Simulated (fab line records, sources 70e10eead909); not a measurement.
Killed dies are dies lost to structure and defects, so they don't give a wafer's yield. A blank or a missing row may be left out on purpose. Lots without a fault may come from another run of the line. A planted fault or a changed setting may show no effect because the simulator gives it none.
Which tool did it? | flow nand_harc | 6 lots, 18 wafers sampled, at 2 steps of a route of 1302

WHAT THE GAUGES READ, wafer by wafer
NHARC_A_SIN_REMOVE_INSPECT_04.
lot  | measured     | on                | raw_defect_count
L327 | day 21 20:14 | defect_inspect-01 | 329 291 327
L328 | day 22 23:55 | defect_inspect-02 | 256 342 417
L333 | day 24 22:46 | defect_inspect-02 | 468 1693 384
L341 | day 28 16:08 | defect_inspect-01 | 410 387 372
L343 | day 28 22:35 | defect_inspect-01 | 219 270 325
L344 | day 29 08:25 | defect_inspect-02 | 322 266 306

WHICH TOOL RAN EACH LOT (tool, then ch and the chambers of the sampled wafers, then the start)
lot  | NHARC_A_SLIT_ETCH_26
L327 | har_etch-02 ch 0,1, day 21 12:13
L328 | har_etch-02 ch 0,1, day 22 15:50
L333 | har_etch-01 ch 0,1, day 24 14:16
L341 | har_etch-01 ch 0,1, day 28 08:05
L343 | har_etch-02 ch 0,1, day 28 14:33
L344 | har_etch-02 ch 0,1, day 29 01:54
- NHARC_A_SLIT_ETCH_26: etches the open film in C4F8/O2/Ar, time 90 s, target depth 400 nm.

THE ANSWER, worked out from the rows above alone
Rule: what is usual is taken from the lots themselves. Put in order of their means at a reading, lots are off if they are a third of the lots or fewer, leave a main group of 4 or more, and stand apart from it by a gap of 3 or more times the standard deviation of the main group's means; of several such gaps the widest counts. A main group whose means are all the same, to the digits that the tables above print for the reading, isn't used. A lot without any number at a reading at which 4 lots or more have one is off too. The other lots that the step has rows for count as sound.
Off: L333, at NHARC_A_SIN_REMOVE_INSPECT_04 (raw_defect_count). The main group: mean 323, standard deviation 40.
A tool fits if, at a process step before that reading, it ran every lot that is off, and no sound lot after the first of them. The gauges at NHARC_A_SIN_REMOVE_INSPECT_04 are tried like those tools. None of those tried fits.

WHAT THE SIMULATOR HAD PUT IN
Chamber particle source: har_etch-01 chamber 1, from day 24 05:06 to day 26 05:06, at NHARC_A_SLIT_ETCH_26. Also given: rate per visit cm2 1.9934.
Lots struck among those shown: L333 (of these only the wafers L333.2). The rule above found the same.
